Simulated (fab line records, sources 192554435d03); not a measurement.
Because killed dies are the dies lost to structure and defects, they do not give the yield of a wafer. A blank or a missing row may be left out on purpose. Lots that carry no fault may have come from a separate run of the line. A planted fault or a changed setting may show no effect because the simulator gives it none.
Chamber matching -- flow n5 finfet -- 4 sister chambers for N5_SD_EPI_P_ETCH_37 on rie diel-03
The step etches SOC in N2/H2, overetch 108 nm, time 486 s. 4 wafers are shown with their chamber, then 7 later ones without.

## EACH WAFER AND ITS CHAMBER
wafer,chamber,drypump motor current A (A)
L076.3,2,5.5
L079.3,3,6.3
L084.2,1,5.3
L084.3,0,5.0

## WAFERS WITH NO CHAMBER GIVEN
wafer,drypump motor current A (A)
L084.6,5.3
L086.1,5.3
L086.3,5.0
L086.5,5.0
L088.1,5.5
L088.3,6.2
L088.4,5.5

## WHICH CHAMBER EACH WENT THROUGH
wafer,from the rows above,in truth
L084.6,1,1
L086.1,1,1
L086.3,0,0
L086.5,0,0
L088.1,2,2
L088.3,3,3
L088.4,2,2
Correct placement for 7 of the 7. Left unplaced by these rows: 0. Placed wrongly: 0.
How it was worked out, from the rows above alone: a wafer's distance from a chamber is the root of the sum, over the readings, of the square of ((its reading less the chamber's mean) divided by the reading's scatter). If the next closest chamber is less than 2 further off than the closest, the wafer can't be placed; otherwise it belongs to the closest. A chamber's mean is the mean of its shown wafers. The scatter: with one shown wafer a chamber, the root of the mean of the squares of how far each hidden wafer lies from its nearest shown one.
